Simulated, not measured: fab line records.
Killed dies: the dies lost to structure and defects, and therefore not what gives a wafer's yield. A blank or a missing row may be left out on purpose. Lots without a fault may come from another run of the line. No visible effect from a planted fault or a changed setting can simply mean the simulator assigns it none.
fab line records | flow n5-finfet
record: lots: 5 wafers: 15 last-day: 19
route steps=1938 shown PMOS_HMC_CHANNEL_EPI@68 BEOL_M4@1111 PASSIVATION@1936
lots with no fault: from the same line, run without faults
start-h: hours from the record's first day to the start of the lot's first wafer shown | wait-h: time in hours since the lot's previous step | " as in the row above | L1.1+2: one row covering several wafers at once | - value missing, or start not given | * or withheld: withheld | < > ~ a bound
route shown NAME@n: NAME is a module with steps in the file, n the number in the route of the first one | usual: mean and standard deviation over wafers with no fault | same: alike in all rows | chamber/n: place in a boat | sites: readings site by site | _std_site: the standard deviation of these | _edge_site: mean of outer sites minus mean of inner sites | radius-mm: for every site, how far away it sits from the centre of the wafer | mask NAME#n: copy n | behind: the tool/chamber that last shaped the wafer | hold: reason for holding the lot/hours on hold/outcome of the hold | device: which transistor (n, p or np) failed to switch | end of line: the tests these same wafers got at the end of their route | where a step has no rows: the recipe by itself | killed: the dies lost at the first sort to structure and to defects; this is not the yield of the wafer | map: per-die view of a wafer (x killed, . not killed, _ where there is no die)
set.NAME: the setting the step ran with; set.NAME@STEP: the setting that earlier step ran with | model.NAME: the simulator's own value behind a step, which no gauge read
certain route steps with their lots: each step a table, each wafer a row
services: the hour from which a tool's chamber was out of use, counted from the record's first day as start-h (under 0 if before that day), plus the number of hours and why
== steps ==
step: N5_PMOS_HMC_CHANNEL_EPI_DESCUM_14
recipe: chemistry: O2 time-s: 7.9 source-power-w: 50 bias-power-w: 20 pressure-mtorr: 20 rf-frequency-hz: 2.712e+07 temp-c: 40 resist: CAR-ArF-block o2-flow-sccm: 225
step: N5_PMOS_HMC_CHANNEL_EPI_ETCH_32
recipe: chemistry: N2/H2 target: BARC stop-on: SiO2 target-depth-a: 858 over-etch-frac: 0.3 time-s: 50.3 ion-energy-ev: 200 mask-material: CAR-ArF-block pressure-mtorr: 30 source-w: 840 bias-w: 150 n2-flow-sccm: 200 h2-flow-sccm: 200
step: N5_PMOS_HMC_CHANNEL_EPI_HM_OPEN_15
recipe: chemistry: CHF3/O2 target: SiO2 mask-material: CAR-ArF-block target-depth-a: 406 CHF3_flow_sccm: 50 O2_flow_sccm: 5 Ar_flow_sccm: 200 time-s: 20.3 pressure-mtorr: 30 source-w: 650 bias-w: 170 ion-energy-ev: 200
step: N5_PMOS_HMC_CHANNEL_EPI_STRIP_33
recipe: chemistry: N2/H2 power-w: 500 temp-c: 40 pressure-mtorr: 50 rf-frequency-hz: 6e+07 overash-fraction: 0.3 bias-power-w: 8 h2-frac: 0.5 n2-flow-sccm: 300 h2-flow-sccm: 300
step: N5_PMOS_HMC_CHANNEL_EPI_STRIP_17
recipe: chemistry: SPM time-s: 750 temp-c: 130 h2so4-h2o2-vol-ratio: 4 dry: ipa-marangoni
step: N5_PMOS_HMC_CHANNEL_EPI_ETCH_38
recipe: chemistry: CF4 target: SiO2 target-depth-a: 15 ion-energy-ev: 350 pressure-mtorr: 10 icp-w: 800 bias-w: 400 cf4-flow-sccm: 80
step: N5_PMOS_HMC_CHANNEL_EPI_FIN_RECESS_16
recipe: chemistry: HBr/Cl2 target: Si mask-material: SiO2 target-depth-a: 540 time-s: 18 pressure-mtorr: 10 icp-w: 800 bias-w: 75 HBr_flow_sccm: 150 Cl2_flow_sccm: 80
step: N5_PMOS_HMC_CHANNEL_EPI_PRECLEAN_36
recipe: chemistry: O3/DIW time-s: 45 temp-c: 22 o3-ppm: 10
step: N5_PMOS_HMC_CHANNEL_EPI_PRECLEAN_18
recipe: chemistry: DHF time-s: 30 temp-c: 25 dilution: withheld
step: N5_PMOS_HMC_CHANNEL_EPI_SRD_19
recipe: dry: ipa-marangoni do-ppb: 5 time-s: 30 temp-c: 23 rinse-liquid: diw
step: N5_PMOS_HMC_CHANNEL_EPI_EPI_20
recipe: material: SiGe30 mask-material: SiO2 pressure-torr: 20 target-thk-a: 590 temp-c: 600
usual: chamber-pressure-Torr: 20.00/0.044 lamp-inner-pct: 12.34/0.3
columns lot.wafer tool chamber start-h wait-h chamber-pressure-Torr lamp-inner-pct
L424.1 epi-rpcvd-03 0 30.53 0.0 19.92 11.82
L424.2 " 0 " " 19.95 11.88
L424.6 " 0 " " 20.00 12.08
L436.2 epi-rpcvd-04 - 102.07 0.2 - -
L436.4 " - " " - -
L436.6 " - " " - -
L437.1 epi-rpcvd-03 - 107.63 0.0 - -
L437.3 " - " " - -
L437.6 " - " " - -
L438.3 epi-rpcvd-01 - 114.51 0.4 - -
L438.5 " - " " - -
L438.6 " - " " - -
L444.1 epi-rpcvd-04 0 149.85 0.0 19.98 12.23
L444.4 " 0 " " 20.00 12.27
L444.6 " 0 " " 20.00 12.18
step: N5_PMOS_HMC_CHANNEL_EPI_HM_STRIP_35
recipe: chemistry: dHF temp-c: 25 material: SiO2 target: SiO2 target-depth-a: 396 time-s: 216
step: N5_PMOS_HMC_CHANNEL_EPI_SRD_39
recipe: dry: ipa-marangoni time-s: 30 temp-c: 23 rinse-liquid: diw
step: N5_PMOS_HMC_CHANNEL_EPI_CMP_21
recipe: material: SiGe30 post-cmp-clean: alkaline-brush target-thk-nm: 54
step: N5_PMOS_HMC_CHANNEL_EPI_PRECLEAN_40
recipe: chemistry: DHF time-s: 30 temp-c: 25 dilution: withheld
step: N5_BEOL_M4_RC_MEAS_101
usual: DIBL_N: 36.8/1.9 DIBL_P: 36.5/2.1 IOFF_N: 0.17/0.038 IOFF_P: 0.22/0.039 ION_N: 675/12 ION_P: 463/7.4 SS_N: 71.6/0.71 SS_P: 73.4/0.72 VT_N: 249/3.3 VT_P: -250/3.3
columns lot.wafer tool chamber start-h wait-h DIBL_N[mV/V] DIBL_P[mV/V] IOFF_N[nA/um] IOFF_P[nA/um] ION_N[uA/um] ION_P[uA/um] SS_N[mV/dec] SS_P[mV/dec] VT_N[mV] VT_P[mV]
L424.1 prober-02 0 194.75 0.0 37.4 37.4 0.18 0.26 677 465 71.4 73.9 246 -246
L424.2 " 0 " " 35.9 36.1 0.14 0.22 671 466 71.0 73.4 252 -248
L424.6 " 0 " " 37.5 37.3 0.17 0.25 679 466 71.7 73.8 248 -249
L444.1 prober-02 0 337.64 0.0 35.7 33.8 0.14 0.19 671 458 72.0 73.0 251 -251
L444.4 " 0 " " 39.4 38.3 0.20 0.26 665 459 73.5 74.1 249 -246
L444.6 " 0 " " 39.8 39.2 0.23 0.26 689 464 71.8 74.6 246 -246
step: N5_PASSIVATION_PROBE_49
usual: killed_at_M0_to_M3: 33/11 killed_at_M4_up: 15/6.2 killed-at-contacts: 13/6.5 killed-at-front-end: 38/11 killed-at-other: 3.4/2.6 killed-dies: 102/17 killed-on-rim: 13/4.1 killed-open: 67/12 killed-short: 34/7.9
same: gross-dies: 1180 killed-at-back-side: 0
columns lot.wafer tool chamber start-h wait-h killed_at_M0_to_M3 killed_at_M4_up killed-at-contacts killed-at-front-end killed-at-other killed-dies killed-on-rim killed-open killed-short
L424.1 prober-02 - 315.73 0.0 24 13 10 29 7 83 11 53 29
L424.2 prober-02 - 315.78 0.1 33 15 14 30 3 95 13 72 23
L424.6 prober-02 - 315.98 0.3 26 11 12 39 3 91 12 62 28
L438.3 prober-01 - 369.40 0.1 4 1 4 1169 2 1180 152 17 6
L438.5 prober-01 - 369.50 0.2 6 1 3 1170 0 1180 152 11 5
L438.6 prober-01 - 369.55 0.3 4 1 1 1174 0 1180 152 6 2
L436.2 prober-01 - 391.92 0.1 9 2 3 1166 0 1180 152 20 8
L436.4 prober-01 - 392.02 0.2 7 1 2 1169 1 1180 152 11 13
L436.6 prober-01 - 392.12 0.3 7 2 0 1170 1 1180 152 13 2
L437.1 prober-01 - 394.00 0.0 5 3 4 1168 0 1180 152 13 5
L437.3 prober-01 - 394.10 0.1 5 3 1 1171 0 1180 152 8 5
L437.6 prober-01 - 394.25 0.3 5 2 7 1166 0 1180 152 16 6
L444.1 prober-01 - 455.29 0.0 45 20 11 44 5 125 11 87 37
L444.4 prober-01 - 455.44 0.2 36 30 8 41 4 119 18 94 25
L444.6 prober-01 - 455.54 0.3 38 29 19 55 4 145 18 86 59
killed by level:class
L424.1 FIN_SAQP:geometric-particle:open=9 FIN_SAQP:geometric-particle:short=8 BEOL_M0_SAQP:geometric-particle:open=7 MOL_CONTACT_COAG:geometric-particle:open=6 BEOL_M0_SAQP:geometric-particle:short=6 GATE_CUT:geometric-particle:short=5 BEOL_M0:geometric-particle:open=4 BEOL_M4:geometric-particle:open=4
L424.2 BEOL_M0_SAQP:geometric-particle:open=14 FIN_SAQP:geometric-particle:open=11 BEOL_M3:geometric-particle:open=11 MOL_CONTACT_COAG:geometric-particle:open=10 FIN_SAQP:geometric-particle:short=6 BEOL_M0_SAQP:geometric-particle:short=5 BEOL_M4:geometric-particle:open=5 MOL_CONTACT_COAG:geometric-particle:short=4
L424.6 FIN_SAQP:geometric-particle:open=16 MOL_CONTACT_COAG:geometric-particle:open=10 BEOL_M0_SAQP:geometric-particle:short=8 FIN_SAQP:geometric-particle:short=7 BEOL_M0_SAQP:geometric-particle:open=7 BEOL_M3:geometric-particle:open=5 STI_FIN_REVEAL:geometric-particle:open=3 GATE_CUT:geometric-particle:short=3
L438.3 FIN_SAQP:lost-pattern=1153 STI_FIN_REVEAL:geometric-particle:open=6 MOL_CONTACT_COAG:geometric-particle:open=4 PMOS_HMC_CHANNEL_EPI:area-epi=4 FIN_SAQP:geometric-particle:short=2 GATE_CUT:geometric-particle:short=2 BEOL_M0_SAQP:geometric-particle:open=2 FIN_SAQP:geometric-particle:open=1
L438.5 FIN_SAQP:lost-pattern=1161 PMOS_HMC_CHANNEL_EPI:area-epi=3 FIN_SAQP:geometric-particle:open=2 STI_FIN_REVEAL:geometric-particle:open=2 MOL_CONTACT_COAG:geometric-particle:open=2 BEOL_M0_SAQP:geometric-particle:open=2 BEOL_M1:geometric-particle:short=2 FIN_SAQP:geometric-particle:short=1
L438.6 FIN_SAQP:lost-pattern=1169 PMOS_HMC_CHANNEL_EPI:area-epi=3 BEOL_M3:geometric-particle:open=2 FIN_SAQP:geometric-particle:open=1 FIN_SAQP:geometric-particle:short=1 MOL_CONTACT_COAG:geometric-particle:open=1 BEOL_M0_SAQP:geometric-particle:short=1 BEOL_M1:geometric-particle:open=1
L436.2 FIN_SAQP:lost-pattern=1150 STI_FIN_REVEAL:geometric-particle:open=5 GATE_CUT:geometric-particle:short=3 MOL_CONTACT_COAG:geometric-particle:open=3 BEOL_M0_SAQP:geometric-particle:open=2 BEOL_M1:geometric-particle:open=2 BEOL_M2:geometric-particle:open=2 BEOL_M3:geometric-particle:open=2
L436.4 FIN_SAQP:lost-pattern=1148 PMOS_HMC_CHANNEL_EPI:area-epi=8 GATE_CUT:geometric-particle:short=5 BEOL_M0_SAQP:geometric-particle:short=3 FIN_SAQP:geometric-particle:short=2 MOL_CONTACT_COAG:geometric-particle:open=2 BEOL_M0_SAQP:geometric-particle:open=2 FIN_SAQP:geometric-particle:open=1
L436.6 FIN_SAQP:lost-pattern=1162 BEOL_M1:geometric-particle:open=3 PMOS_HMC_CHANNEL_EPI:area-epi=3 STI_FIN_REVEAL:geometric-particle:open=2 BEOL_M0_SAQP:geometric-particle:open=2 FIN_SAQP:geometric-particle:short=1 BEOL_M4:geometric-particle:open=1 SPACER0:geometric-particle:open=1
L437.1 FIN_SAQP:lost-pattern=1159 MOL_CONTACT_COAG:geometric-particle:open=4 PMOS_HMC_CHANNEL_EPI:area-epi=3 FIN_SAQP:geometric-particle:open=2 BEOL_M0_SAQP:geometric-particle:open=2 BEOL_M4:geometric-particle:open=2 DUMMY_GATE:geometric-particle:open=1 ILD0:geometric-particle:short=1
L437.3 FIN_SAQP:lost-pattern=1164 FIN_SAQP:geometric-particle:short=2 BEOL_M0_SAQP:geometric-particle:short=2 PMOS_HMC_CHANNEL_EPI:area-epi=2 FIN_SAQP:geometric-particle:open=1 DUMMY_GATE:geometric-particle:open=1 GATE_CUT:geometric-particle:open=1 MOL_CONTACT_COAG:geometric-particle:open=1
L437.6 FIN_SAQP:lost-pattern=1149 PMOS_HMC_CHANNEL_EPI:area-epi=9 MOL_CONTACT_COAG:geometric-particle:open=4 MOL_CONTACT_COAG:geometric-particle:short=3 FIN_SAQP:geometric-particle:open=2 STI_FIN_REVEAL:geometric-particle:open=2 BEOL_M3:geometric-particle:open=2 FIN_SAQP:geometric-particle:short=1
L444.1 FIN_SAQP:geometric-particle:open=16 BEOL_M3:geometric-particle:open=14 BEOL_M4:geometric-particle:open=11 BEOL_M2:geometric-particle:open=10 MOL_CONTACT_COAG:geometric-particle:open=9 FIN_SAQP:geometric-particle:short=6 STI_FIN_REVEAL:geometric-particle:open=6 BEOL_M0_SAQP:geometric-particle:open=6
L444.4 BEOL_M4:geometric-particle:open=20 BEOL_M2:geometric-particle:open=11 FIN_SAQP:geometric-particle:open=9 BEOL_M1:geometric-particle:open=9 MOL_CONTACT_COAG:geometric-particle:open=8 STI_FIN_REVEAL:geometric-particle:open=6 DUMMY_GATE:geometric-particle:open=6 FIN_SAQP:geometric-particle:short=5
L444.6 BEOL_M4:geometric-particle:open=18 GATE_CUT:geometric-particle:short=14 MOL_CONTACT_COAG:geometric-particle:open=11 BEOL_M1:geometric-particle:short=9 FIN_SAQP:geometric-particle:short=8 MOL_CONTACT_COAG:geometric-particle:short=8 BEOL_M3:geometric-particle:open=8 BEOL_M0_SAQP:geometric-particle:open=7
map L436.2 (x killed, . not)
_________________xxxxxxxxxxxx________________
______________xxxxxxxxxxxxxxxxxx_____________
___________xxxxxxxxxxxxxxxxxxxxxxxx__________
__________xxxxxxxxxxxxxxxxxxxxxxxxxx_________
________xxxxxxxxxxxxxxxxxxxxxxxxxxxxxx_______
_______xxxxxxxxxxxxxxxxxxxxxxxxxxxxxxxx______
______xxxxxxxxxxxxxxxxxxxxxxxxxxxxxxxxxx_____
_____xxxxxxxxxxxxxxxxxxxxxxxxxxxxxxxxxxxx____
____xxxxxxxxxxxxxxxxxxxxxxxxxxxxxxxxxxxxxx___
___xxxxxxxxxxxxxxxxxxxxxxxxxxxxxxxxxxxxxxxx__
___xxxxxxxxxxxxxxxxxxxxxxxxxxxxxxxxxxxxxxxx__
__xxxxxxxxxxxxxxxxxxxxxxxxxxxxxxxxxxxxxxxxxx_
__xxxxxxxxxxxxxxxxxxxxxxxxxxxxxxxxxxxxxxxxxx_
_xxxxxxxxxxxxxxxxxxxxxxxxxxxxxxxxxxxxxxxxxxxx
_xxxxxxxxxxxxxxxxxxxxxxxxxxxxxxxxxxxxxxxxxxxx
_xxxxxxxxxxxxxxxxxxxxxxxxxxxxxxxxxxxxxxxxxxxx
_xxxxxxxxxxxxxxxxxxxxxxxxxxxxxxxxxxxxxxxxxxxx
_xxxxxxxxxxxxxxxxxxxxxxxxxxxxxxxxxxxxxxxxxxxx
_xxxxxxxxxxxxxxxxxxxxxxxxxxxxxxxxxxxxxxxxxxxx
_xxxxxxxxxxxxxxxxxxxxxxxxxxxxxxxxxxxxxxxxxxxx
_xxxxxxxxxxxxxxxxxxxxxxxxxxxxxxxxxxxxxxxxxxxx
__xxxxxxxxxxxxxxxxxxxxxxxxxxxxxxxxxxxxxxxxxx_
__xxxxxxxxxxxxxxxxxxxxxxxxxxxxxxxxxxxxxxxxxx_
___xxxxxxxxxxxxxxxxxxxxxxxxxxxxxxxxxxxxxxxx__
___xxxxxxxxxxxxxxxxxxxxxxxxxxxxxxxxxxxxxxxx__
____xxxxxxxxxxxxxxxxxxxxxxxxxxxxxxxxxxxxxx___
_____xxxxxxxxxxxxxxxxxxxxxxxxxxxxxxxxxxxx____
______xxxxxxxxxxxxxxxxxxxxxxxxxxxxxxxxxx_____
_______xxxxxxxxxxxxxxxxxxxxxxxxxxxxxxxx______
________xxxxxxxxxxxxxxxxxxxxxxxxxxxxxx_______
__________xxxxxxxxxxxxxxxxxxxxxxxxxx_________
___________xxxxxxxxxxxxxxxxxxxxxxxx__________
______________xxxxxxxxxxxxxxxxxx_____________
_________________xxxxxxxxxxxx________________
map L437.1 (x killed, . not)
_________________xxxxxxxxxxxx________________
______________xxxxxxxxxxxxxxxxxx_____________
___________xxxxxxxxxxxxxxxxxxxxxxxx__________
__________xxxxxxxxxxxxxxxxxxxxxxxxxx_________
________xxxxxxxxxxxxxxxxxxxxxxxxxxxxxx_______
_______xxxxxxxxxxxxxxxxxxxxxxxxxxxxxxxx______
______xxxxxxxxxxxxxxxxxxxxxxxxxxxxxxxxxx_____
_____xxxxxxxxxxxxxxxxxxxxxxxxxxxxxxxxxxxx____
____xxxxxxxxxxxxxxxxxxxxxxxxxxxxxxxxxxxxxx___
___xxxxxxxxxxxxxxxxxxxxxxxxxxxxxxxxxxxxxxxx__
___xxxxxxxxxxxxxxxxxxxxxxxxxxxxxxxxxxxxxxxx__
__xxxxxxxxxxxxxxxxxxxxxxxxxxxxxxxxxxxxxxxxxx_
__xxxxxxxxxxxxxxxxxxxxxxxxxxxxxxxxxxxxxxxxxx_
_xxxxxxxxxxxxxxxxxxxxxxxxxxxxxxxxxxxxxxxxxxxx
_xxxxxxxxxxxxxxxxxxxxxxxxxxxxxxxxxxxxxxxxxxxx
_xxxxxxxxxxxxxxxxxxxxxxxxxxxxxxxxxxxxxxxxxxxx
_xxxxxxxxxxxxxxxxxxxxxxxxxxxxxxxxxxxxxxxxxxxx
_xxxxxxxxxxxxxxxxxxxxxxxxxxxxxxxxxxxxxxxxxxxx
_xxxxxxxxxxxxxxxxxxxxxxxxxxxxxxxxxxxxxxxxxxxx
_xxxxxxxxxxxxxxxxxxxxxxxxxxxxxxxxxxxxxxxxxxxx
_xxxxxxxxxxxxxxxxxxxxxxxxxxxxxxxxxxxxxxxxxxxx
__xxxxxxxxxxxxxxxxxxxxxxxxxxxxxxxxxxxxxxxxxx_
__xxxxxxxxxxxxxxxxxxxxxxxxxxxxxxxxxxxxxxxxxx_
___xxxxxxxxxxxxxxxxxxxxxxxxxxxxxxxxxxxxxxxx__
___xxxxxxxxxxxxxxxxxxxxxxxxxxxxxxxxxxxxxxxx__
____xxxxxxxxxxxxxxxxxxxxxxxxxxxxxxxxxxxxxx___
_____xxxxxxxxxxxxxxxxxxxxxxxxxxxxxxxxxxxx____
______xxxxxxxxxxxxxxxxxxxxxxxxxxxxxxxxxx_____
_______xxxxxxxxxxxxxxxxxxxxxxxxxxxxxxxx______
________xxxxxxxxxxxxxxxxxxxxxxxxxxxxxx_______
__________xxxxxxxxxxxxxxxxxxxxxxxxxx_________
___________xxxxxxxxxxxxxxxxxxxxxxxx__________
______________xxxxxxxxxxxxxxxxxx_____________
_________________xxxxxxxxxxxx________________
== services ==
columns tool chamber start-h hours kind
epi-rpcvd-04 - 27.43 8.1 pm
epi-rpcvd-01 - 97.92 0.3 repair
== key ==
first-sign: step: N5_PMOS_HMC_CHANNEL_EPI_EPI_20 reading: tool-record direction: missing
effect: step: N5_PASSIVATION_PROBE_49 reading: killed-at-front-end direction: up sigmas: 99+ usual: 38 struck: 1169
met-at N5_PMOS_HMC_CHANNEL_EPI_EPI_20
struck-wafers L436.2,L436.4,L436.6,L437.1,L437.3,L437.6,L438.3,L438.5,L438.6
later-rows-left-out L436.2,L436.4,L436.6,L437.1,L437.3,L437.6,L438.3,L438.5,L438.6
tester-left-out L436,L437,L438
onset-between 30.53 102.07
fault: kind: skipped-step-whole tool: epi-rpcvd-01,epi-rpcvd-03,epi-rpcvd-04 chamber: - onset-h: 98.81 steps: N5_PMOS_HMC_CHANNEL_EPI_EPI_20 scope: struck-lots-only
tester-left-out: of these lots the tester's yield and bins aren't shown, on N5 and GAA mostly nor the transistor test; their killed dies are dies lost to structure and defects alone, not to doping, threshold or leakage, so they don't give the yield
later-rows-left-out: the simulator's readings of these wafers behind a module that went badly wrong aren't trusted and aren't shown, but for the sort
